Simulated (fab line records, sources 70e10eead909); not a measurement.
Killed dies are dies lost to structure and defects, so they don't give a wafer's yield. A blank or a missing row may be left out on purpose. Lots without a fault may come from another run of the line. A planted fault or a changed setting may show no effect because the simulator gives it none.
Problem report in the 8D (eight disciplines) form, filled by code | flow nand_harc | the parts of the form that need people (team, actions taken, sign-off) are left out

1. THE PROBLEM
VT_DECK1_TOP at NHARC_END_WLT_00 reads a mean of 0.841 on 6 wafers of 2 lots; wafers without a fault read 0.892 with a standard deviation of 0.0067. That is -7.5 standard deviations from the usual mean.
First seen on wafer L480.2, day 21 10:01, on prober-02. The record holds 33 wafers of 11 lots with a number at this step. Rule for "out", or "out of limits": more than 4 standard deviations from the usual mean. The other wafers with a number count as sound.

2. WHAT IT IS AND WHAT IT IS NOT
question                    | is                                                                                                                                            | is not
which readings at this step | VT_DECK1_TOP, VT_DECK1_BOTTOM, VT_DECK1_BOTTOM_INNER, VT_DECK1_MEDIAN_NEAR_BOTTOM, VT_DECK1_MIDDLE, VT_DECK1_MIDDLE_INNER, VT_DECK1_TOP_INNER | -
which lots                  | L479, L480                                                                                                                                    | L473, L475, L478, L481, L489, L490, L492, L493, L496
which wafers of those lots  | all that have a number                                                                                                                        | -
read on which gauges        | prober-02                                                                                                                                     | prober-01
when                        | from day 21 10:01                                                                                                                             | up to then (12 sound wafers); but 15 sound wafers of L489, L490, L492, L493, L496 came after

3. SUSPECTS, AND WHAT RULES EACH OUT
Counting: a tool at a process step up to the reading stays a suspect if it ran every lot that is out and no sound lot after the first of them.
- the gauge at NHARC_END_WLT_00: kept. All the wafers that are out were read on prober-02, and no step on other tools shows them out.
- har_etch-01 at NHARC_A_CHANNEL_HOLE_D1_ETCH_21 (etches the open film in C4F8/O2/Ar, time 514.3 s, target depth 1600 nm): ruled out as a lasting fault. Sound lots L492 ran on it after its first lot that is out, L479 (day 10 05:45).
- ald_hk-04 at NHARC_A_CHANNEL_FILL_D1_ALD_02 (deposits SiO2, target thk 6 nm, pulse time 10 s, ald cycles 60): ruled out as a lasting fault. Sound lots L496 ran on it after its first lot that is out, L479 (day 10 12:04).
Left after counting: prober-02 at NHARC_END_WLT_00.

4. THE CAUSE (what the simulator had put in)
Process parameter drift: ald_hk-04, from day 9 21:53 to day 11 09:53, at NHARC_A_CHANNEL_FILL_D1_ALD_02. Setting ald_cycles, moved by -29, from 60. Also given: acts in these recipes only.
Counting ruled it out, wrongly: the rule takes a fault to strike every lot that its tool runs from its start on, and this one did not.

5. THE CHAIN OF EFFECTS, in route order
Each row: a reading whose mean over the struck wafers that have a number lies more than 3 standard deviations from the usual. Only readings for which the record gives a usual standard deviation are gone through. hours: the time from each lot's start at the first step in this table that gives one to its start at this step, as a median over the lots. sigmas: the change in usual standard deviations.
hours | step             | reading                           | usual | on struck wafers | change | sigmas
0     | NHARC_END_WLT_00 | VT_DECK1_BOTTOM                   | 0.867 | 0.822            | -0.045 | -5.7
0     | NHARC_END_WLT_00 | VT_DECK1_BOTTOM_INNER             | 0.868 | 0.825            | -0.043 | -5.6
0     | NHARC_END_WLT_00 | VT_DECK1_MEDIAN_NEAR_BOTTOM       | 0.868 | 0.821            | -0.047 | -5.9
0     | NHARC_END_WLT_00 | VT_DECK1_MEDIAN_NEAR_BOTTOM_INNER | 0.868 | 0.827            | -0.041 | -5.1
0     | NHARC_END_WLT_00 | VT_DECK1_MIDDLE                   | 0.881 | 0.836            | -0.045 | -7.1
0     | NHARC_END_WLT_00 | VT_DECK1_MIDDLE_INNER             | 0.881 | 0.835            | -0.046 | -6.9
0     | NHARC_END_WLT_00 | VT_DECK1_TOP                      | 0.892 | 0.841            | -0.051 | -7.5
0     | NHARC_END_WLT_00 | VT_DECK1_TOP_INNER                | 0.892 | 0.844            | -0.048 | -6.6
Later measuring or inspecting steps at which every struck wafer that the step has a row for has a number for every such reading, and none has moved that far: NHARC_END_SORT_01.

6. WHAT WOULD HAVE CAUGHT IT SOONER
In this record the first reading out of limits at a measuring or inspecting step was taken at day 21 10:01, 276 hours after the fault began at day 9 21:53.
Of the tool readings at NHARC_A_CHANNEL_FILL_D1_ALD_02 for which the record gives a usual standard deviation, none was out on any struck wafer, so an alarm limit of 4 standard deviations on them would not have fired.
